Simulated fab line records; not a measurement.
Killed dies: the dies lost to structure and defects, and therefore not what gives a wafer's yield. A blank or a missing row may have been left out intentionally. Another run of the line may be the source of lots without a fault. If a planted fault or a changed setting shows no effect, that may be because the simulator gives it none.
The tool behind it: which one? ; flow n5Finfet ; 24 lots with 72 wafers sampled at 5 steps, on a route of 1938 steps

## WHAT EACH GAUGE READ, for each wafer
N5_BEOL_M3_THK_MEAS_53: measures by xrf.
lot;measured;on;M3_THK (nm)
L075;day 7 08:20;filmMetro-01;41.3 43.2 43.7
L074;day 7 12:12;filmMetro-01;38.3 36.1 40.6
L076;day 7 22:29;filmMetro-02;38.7 41.8 40.8
L077;day 8 01:23;filmMetro-02;39.1 38.6 40.2
L079;day 8 14:31;filmMetro-01;40.7 42.5 43.4
L078;day 8 17:40;filmMetro-01;41.1 41.0 44.3
L080;day 8 19:44;filmMetro-01;40.2 39.2 41.0
L081;day 9 05:32;filmMetro-02;43.0 45.7 40.7
L082;day 9 09:37;filmMetro-01;42.9 41.6 44.7
L083;day 9 11:31;filmMetro-02;38.6 36.9 39.9
L084;day 10 03:19;filmMetro-02;40.5 42.2 42.7
L087;day 10 16:42;filmMetro-02;43.9 43.8 44.0
L085;day 10 23:29;filmMetro-01;41.1 43.1 40.6
L086;day 10 23:47;filmMetro-02;39.0 40.9 40.4
L088;day 11 12:22;filmMetro-02;41.8 43.0 43.1
L089;day 11 14:57;filmMetro-01;40.1 40.4 41.4
L091;day 11 17:08;filmMetro-01;39.5 42.1 42.5
L090;day 11 21:38;filmMetro-02;37.2 41.7 38.7
L092;day 12 00:03;filmMetro-02;39.6 41.5 42.3
L093;day 12 01:01;filmMetro-01;40.0 42.6 41.8
L094;day 12 03:22;filmMetro-01;38.8 42.2 40.7
L095;day 12 14:35;filmMetro-01;42.6 40.8 45.3
L096;day 13 05:16;filmMetro-02;42.4 42.6 42.6
L097;day 13 14:35;filmMetro-02;42.9 42.3 43.9

N5_BEOL_M3_INSPECT_59: inspects for defects (darkfield).
lot;measured;on;rawDefectCount
L075;day 7 08:37;defectInspect-02;70 60 117
L074;day 7 12:30;defectInspect-02;75 84 110
L076;day 7 22:46;defectInspect-01;104 108 100
L077;day 8 01:40;defectInspect-01;53 49 70
L079;day 8 14:58;defectInspect-01;56 59 42
L078;day 8 17:58;defectInspect-02;73 73 82
L080;day 8 20:01;defectInspect-01;108 64 51
L081;day 9 05:49;defectInspect-01;62 73 61
L082;day 9 09:54;defectInspect-01;54 67 72
L083;day 9 11:52;defectInspect-02;73 90 58
L084;day 10 03:37;defectInspect-02;37 50 42
L087;day 10 16:59;defectInspect-01;73 58 109
L085;day 10 23:47;defectInspect-02;68 67 127
L086;day 11 00:04;defectInspect-01;74 68 32
L088;day 11 12:40;defectInspect-02;108 113 115
L089;day 11 15:14;defectInspect-02;97 77 79
L091;day 11 17:37;defectInspect-02;95 81 96
L090;day 11 21:56;defectInspect-02;99 58 44
L092;day 12 00:20;defectInspect-01;56 80 76
L093;day 12 01:20;defectInspect-01;82 57 76
L094;day 12 03:39;defectInspect-01;49 72 39
L095;day 12 14:53;defectInspect-02;112 74 54
L096;day 13 05:33;defectInspect-01;49 77 66
L097;day 13 15:08;defectInspect-01;70 46 43

## EACH LOT AND THE TOOL THAT RAN IT (in order: tool; ch and the chambers of the sampled wafers; start)
lot;N5_BEOL_M3_ALD_84;N5_BEOL_M3_PRE_CLEAN_60;N5_BEOL_M3_DEP_57
L075;aldMetal-02 ch 0,2,3, day 7 05:17;cvdCo-01 ch 0,2, day 7 08:22;pecvd-02 ch 0,1,2, day 7 08:32
L074;aldMetal-04 ch 0,2,3, day 7 08:51;cvdCo-02 ch 0,2, day 7 12:14;pecvd-01 ch 0,1, day 7 12:23
L076;aldMetal-04 ch 0,1,2, day 7 19:11;cvdCo-02 ch 0,1, day 7 22:31;pecvd-02 ch 0,2, day 7 22:41
L077;aldMetal-02 ch 0,3, day 7 22:16;cvdCo-01 ch 0,1,2, day 8 01:26;pecvd-03 ch 0,1,2, day 8 01:36
L079;aldMetal-02 ch 1,2,3, day 8 11:06;cvdCo-02 ch 1,2, day 8 14:43;pecvd-03 ch 0,1, day 8 14:52
L078;aldMetal-03 ch 1,2,3, day 8 11:09;cvdCo-02 ch 1,2, day 8 17:43;pecvd-03 ch 1,2, day 8 17:52
L080;aldMetal-03 ch 0,2,3, day 8 16:28;cvdCo-02 ch 0,2, day 8 19:46;pecvd-03 ch 0,1, day 8 19:55
L081;aldMetal-03 ch 0,3, day 9 00:45;cvdCo-02 ch 0,2, day 9 05:34;pecvd-03 ch 1,2, day 9 05:44
L082;aldMetal-04 ch 0,1,2, day 9 05:44;cvdCo-02 ch 1,2, day 9 09:39;pecvd-03 ch 0,1,2, day 9 09:49
L083;aldMetal-03 ch 1,2,3, day 9 08:24;cvdCo-02 ch 0,1, day 9 11:34;pecvd-01 ch 0,1,2, day 9 11:46
L084;aldMetal-04 ch 1,2,3, day 9 23:44;cvdCo-01 ch 1,2, day 10 03:22;pecvd-02 ch 0,1, day 10 03:31
L087;aldMetal-02 ch 0,1,3, day 10 13:38;cvdCo-01 ch 0,1,2, day 10 16:44;pecvd-02 ch 0,1, day 10 16:54
L085;aldMetal-04 ch 1,2,3, day 10 20:20;cvdCo-01 ch 1,2, day 10 23:32;pecvd-02 ch 0,1, day 10 23:41
L086;aldMetal-03 ch 1,2, day 10 20:25;cvdCo-02 ch 0,1,2, day 10 23:49;pecvd-02 ch 0,1, day 10 23:58
L088;aldMetal-03 ch 1,2,3, day 11 09:08;cvdCo-01 ch 0,1, day 11 12:23;pecvd-01 ch 0,2, day 11 12:34
L089;aldMetal-03 ch 0,1, day 11 11:50;cvdCo-01 ch 0,2, day 11 14:59;pecvd-03 ch 0,2, day 11 15:08
L091;aldMetal-04 ch 1,2, day 11 12:14;cvdCo-02 ch 0,1, day 11 17:20;pecvd-01 ch 0,2, day 11 17:30
L090;aldMetal-03 ch 1,3, day 11 16:50;cvdCo-01 ch 0,2, day 11 21:41;pecvd-03 ch 1,2, day 11 21:50
L092;aldMetal-03 ch 0,1,2, day 11 20:55;cvdCo-01 ch 1,2, day 12 00:05;pecvd-02 ch 0,2, day 12 00:14
L093;aldMetal-04 ch 1,2,3, day 11 21:34;cvdCo-02 ch 0,2, day 12 01:03;pecvd-01 ch 0,2, day 12 01:13
L094;aldMetal-03 ch 0,1,3, day 12 00:20;cvdCo-01 ch 0,1, day 12 03:24;pecvd-02 ch 0,2, day 12 03:33
L095;aldMetal-04 ch 1,2,3, day 12 11:13;cvdCo-02 ch 0,1,2, day 12 14:38;pecvd-02 ch 0,1, day 12 14:48
L096;aldMetal-03 ch 1,2,3, day 13 02:10;cvdCo-02 ch 0,1,2, day 13 05:19;pecvd-03 ch 0,1,2, day 13 05:28
L097;aldMetal-03 ch 0,1,3, day 13 11:34;cvdCo-01 ch 0,2, day 13 14:37;pecvd-01 ch 0,1, day 13 14:46
- N5_BEOL_M3_ALD_84: deposits TaN, pulse time 2 s, purge time 3 s, co reactant purge time 2 s.
- N5_BEOL_M3_PRE_CLEAN_60: time 15 s.
- N5_BEOL_M3_DEP_57: deposits SiCN from 3MS/NH3, target thk 8 nm, time 14 s.

## WHAT THE TOOLS THEMSELVES READ (means of the sampled wafers that have a number; where no wafer has one, the mark that the record gives instead)
N5_BEOL_M3_ALD_84.
lot;tool;heaterPowerW (W);mfcCarrierSccm (sccm);precursorVesselCarrierSccm (sccm)
L075;aldMetal-02;441;1505;1001.9
L074;aldMetal-04;407;1496;999.4
L076;aldMetal-04;390;1496;1001.6
L077;aldMetal-02;440;1499;997.9
L079;aldMetal-02;418;1496;1001.2
L078;aldMetal-03;439;1500;1001.5
L080;aldMetal-03;430;1501;1000.2
L081;aldMetal-03;442;1500;997.8
L082;aldMetal-04;398;1498;997.6
L083;aldMetal-03;430;1504;1000.4
L084;aldMetal-04;398;1504;1001.6
L087;aldMetal-02;420;1499;1000.9
L085;aldMetal-04;406;1503;1001.0
L086;aldMetal-03;421;1502;999.0
L088;aldMetal-03;431;1500;999.9
L089;aldMetal-03;412;1501;998.7
L091;aldMetal-04;377;1501;998.9
L090;aldMetal-03;435;1501;1002.7
L092;aldMetal-03;413;1499;998.3
L093;aldMetal-04;406;1503;1001.2
L094;aldMetal-03;417;1498;1002.4
L095;aldMetal-04;401;1504;1000.3
L096;aldMetal-03;431;1500;1001.7
L097;aldMetal-03;420;1501;1000.7

N5_BEOL_M3_PRE_CLEAN_60.
lot;tool;heaterPowerW (W)
L075;cvdCo-01;95
L074;cvdCo-02;86
L076;cvdCo-02;92
L077;cvdCo-01;95
L079;cvdCo-02;83
L078;cvdCo-02;83
L080;cvdCo-02;90
L081;cvdCo-02;87
L082;cvdCo-02;83
L083;cvdCo-02;90
L084;cvdCo-01;92
L087;cvdCo-01;93
L085;cvdCo-01;91
L086;cvdCo-02;87
L088;cvdCo-01;95
L089;cvdCo-01;94
L091;cvdCo-02;86
L090;cvdCo-01;97
L092;cvdCo-01;91
L093;cvdCo-02;91
L094;cvdCo-01;93
L095;cvdCo-02;88
L096;cvdCo-02;87
L097;cvdCo-01;96

N5_BEOL_M3_DEP_57.
lot;tool;showerheadPlenumPTorr (Torr);throttleValvePct (%)
L075;pecvd-02;3.657;9.4
L074;pecvd-01;3.673;9.6
L076;pecvd-02;3.666;9.1
L077;pecvd-03;3.664;8.7
L079;pecvd-03;3.659;8.9
L078;pecvd-03;3.659;9.0
L080;pecvd-03;3.665;9.1
L081;pecvd-03;3.658;8.5
L082;pecvd-03;3.653;8.8
L083;pecvd-01;3.670;9.4
L084;pecvd-02;3.668;9.7
L087;pecvd-02;3.670;9.5
L085;pecvd-02;3.670;9.6
L086;pecvd-02;3.670;9.5
L088;pecvd-01;3.669;9.3
L089;pecvd-03;3.659;8.5
L091;pecvd-01;3.667;8.9
L090;pecvd-03;3.663;8.9
L092;pecvd-02;3.665;9.5
L093;pecvd-01;3.671;9.2
L094;pecvd-02;3.663;9.3
L095;pecvd-02;3.670;9.5
L096;pecvd-03;3.654;8.8
L097;pecvd-01;3.672;9.5

## THE ANSWER, worked out from the rows above alone
Rule: the lots themselves supply what counts as usual. The widest of any qualifying gaps counts: lots, ordered by their means at a reading, are off when they make up no more than a third of the lots, leave a main group of 4 or more, and stand apart from it by 3 or more times the standard deviation of that group's means. A main group is skipped when, at the precision printed for the reading in the tables above, its means are all equal. Also off: a lot with no number at a reading for which 4 or more lots have one. All remaining lots with rows at the step are treated as sound. Order of review: gauges by route order, followed by the tools' own readings, for which a lot's mean as printed above is used. At the first step where some lot is off, the reading lying furthest off is the one used; lots without a number count as furthest.
Nothing can be told from this: no lot is off at any reading shown.

## WHAT THE SIMULATOR HAD PUT IN
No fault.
